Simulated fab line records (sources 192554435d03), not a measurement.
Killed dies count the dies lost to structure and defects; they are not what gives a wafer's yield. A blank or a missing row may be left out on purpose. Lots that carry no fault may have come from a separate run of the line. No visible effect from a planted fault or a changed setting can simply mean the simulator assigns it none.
Lot-split experiment / flow n5_finfet / on a route of 1938 steps: 7 lots, 21 wafers read

ON THE SPLIT
At N5_MOL_CONTACT_COAG_ETCH_15 (etches SiNx in CH3F/O2, stops on Si:P, target depth 7 nm), the setting source_w was moved away from the recipe's 395 W on 8 of the 21 wafers read, by -16.3% to +16.7%. This setting was run at the recipe's value on the other wafers.

The split's own step is where the reading is taken.

THE READING
rf_vpp_V, in V, at N5_MOL_CONTACT_COAG_ETCH_15 (etches SiNx in CH3F/O2, stops on Si:P, target depth 7 nm). Fault-free wafers of this fab line usually give 300 V, standard deviation 4.7 V.

wafer=L074.4; tool, chamber at the split=rie_diel-04, 2; source_w as run, W=395; against the recipe=recipe; rf_vpp_V, V=306; against lot-mates on the recipe=-
wafer=L074.5; tool, chamber at the split=rie_diel-04, 3; source_w as run, W=395; against the recipe=recipe; rf_vpp_V, V=307; against lot-mates on the recipe=-
wafer=L074.6; tool, chamber at the split=rie_diel-04, 2; source_w as run, W=395; against the recipe=recipe; rf_vpp_V, V=307; against lot-mates on the recipe=-
wafer=L081.1; tool, chamber at the split=rie_diel-01, 3; source_w as run, W=438; against the recipe=+10.9%; rf_vpp_V, V=283; against lot-mates on the recipe=-14
wafer=L081.5; tool, chamber at the split=rie_diel-01, 3; source_w as run, W=395; against the recipe=recipe; rf_vpp_V, V=297; against lot-mates on the recipe=-
wafer=L081.6; tool, chamber at the split=rie_diel-01, 2; source_w as run, W=395; against the recipe=recipe; rf_vpp_V, V=297; against lot-mates on the recipe=-
wafer=L084.2; tool, chamber at the split=rie_diel-03, 1; source_w as run, W=330.7; against the recipe=-16.3%; rf_vpp_V, V=325; against lot-mates on the recipe=no lot-mate on the recipe
wafer=L084.4; tool, chamber at the split=rie_diel-03, 3; source_w as run, W=330.7; against the recipe=-16.3%; rf_vpp_V, V=322; against lot-mates on the recipe=no lot-mate on the recipe
wafer=L084.6; tool, chamber at the split=rie_diel-03, 0; source_w as run, W=330.7; against the recipe=-16.3%; rf_vpp_V, V=325; against lot-mates on the recipe=no lot-mate on the recipe
wafer=L086.2; tool, chamber at the split=rie_diel-03, 3; source_w as run, W=395; against the recipe=recipe; rf_vpp_V, V=295; against lot-mates on the recipe=-
wafer=L086.3; tool, chamber at the split=rie_diel-03, 0; source_w as run, W=395; against the recipe=recipe; rf_vpp_V, V=298; against lot-mates on the recipe=-
wafer=L086.4; tool, chamber at the split=rie_diel-03, 2; source_w as run, W=395; against the recipe=recipe; rf_vpp_V, V=301; against lot-mates on the recipe=-
wafer=L088.2; tool, chamber at the split=rie_diel-01, 1; source_w as run, W=395; against the recipe=recipe; rf_vpp_V, V=299; against lot-mates on the recipe=-
wafer=L088.4; tool, chamber at the split=rie_diel-01, 3; source_w as run, W=461.1; against the recipe=+16.7%; rf_vpp_V, V=275; against lot-mates on the recipe=-24
wafer=L088.6; tool, chamber at the split=rie_diel-01, 1; source_w as run, W=395; against the recipe=recipe; rf_vpp_V, V=300; against lot-mates on the recipe=-
wafer=L093.1; tool, chamber at the split=rie_diel-03, 1; source_w as run, W=434.1; against the recipe=+9.9%; rf_vpp_V, V=286; against lot-mates on the recipe=-11
wafer=L093.2; tool, chamber at the split=rie_diel-03, 3; source_w as run, W=395; against the recipe=recipe; rf_vpp_V, V=297; against lot-mates on the recipe=-
wafer=L093.3; tool, chamber at the split=rie_diel-03, 2; source_w as run, W=434.1; against the recipe=+9.9%; rf_vpp_V, V=287; against lot-mates on the recipe=-10
wafer=L094.2; tool, chamber at the split=rie_diel-01, 2; source_w as run, W=395; against the recipe=recipe; rf_vpp_V, V=297; against lot-mates on the recipe=-
wafer=L094.3; tool, chamber at the split=rie_diel-01, 1; source_w as run, W=446.4; against the recipe=+13.0%; rf_vpp_V, V=285; against lot-mates on the recipe=-12
wafer=L094.4; tool, chamber at the split=rie_diel-01, 3; source_w as run, W=395; against the recipe=recipe; rf_vpp_V, V=297; against lot-mates on the recipe=-

THE FIT
A straight line over all 21 wafers: rf_vpp_V changes by -1.44 V for each +1% of source_w; r = -0.97; the points scatter about the line by 3.5 V.
The same after taking each lot's own level away (the mean of its wafers on the recipe; 18 wafers): -1.22 V for each +1%; r = -0.97; scatter 1.9 V.
The reading moves by 20 V for the largest change in source_w, on that fit.
The lots' own levels span 297.0 to 306.7 V, that is 2.1 times the standard deviation above.
Thus the slope moves with the lot-to-lot level: the two fits are different.
Check: with one of the wafers moved furthest among these (+16.7%) left out of the fit, the line predicts -17.8 V for it against its lot-mates. Against them it came out at -24.5 V.
Tool readings at the split's step, against how far the setting was moved: rf_vpp_V r = -0.97.

OTHER SPLITS ON THESE WAFERS
Note: prior to the reading, these wafers also went through further splits. Each is held against what the fit with the lots' levels taken away leaves over:
other split on the same wafers=N5_FIN_CUT_COAT_19 time_s; wafers away from the commonest value=5; r with rf_vpp_V (lot level and that fit taken away)=-0.27
other split on the same wafers=N5_DUMMY_GATE_COAT_28 spin_rpm; wafers away from the commonest value=8; r with rf_vpp_V (lot level and that fit taken away)=-0.21
other split on the same wafers=N5_SD_EPI_P_EXPOSE_06 dose_mj; wafers away from the commonest value=7; r with rf_vpp_V (lot level and that fit taken away)=+0.03
other split on the same wafers=N5_ILD0_PRECLEAN_10 time_s; wafers away from the commonest value=7; r with rf_vpp_V (lot level and that fit taken away)=+0.01
other split on the same wafers=N5_HKMG_FIN_ETCH_32 source_w; wafers away from the commonest value=8; r with rf_vpp_V (lot level and that fit taken away)=-0.01
other split on the same wafers=N5_HKMG_FIN_COAT_85 spin_rpm; wafers away from the commonest value=8; r with rf_vpp_V (lot level and that fit taken away)=+0.14
other split on the same wafers=N5_MOL_CONTACT_COAG_ETCH_105 bias_w; wafers away from the commonest value=7; r with rf_vpp_V (lot level and that fit taken away)=-0.08

FILE'S OWN FIT
rf_vpp_V changes by -1.25 V for each +1% of source_w, r = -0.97.
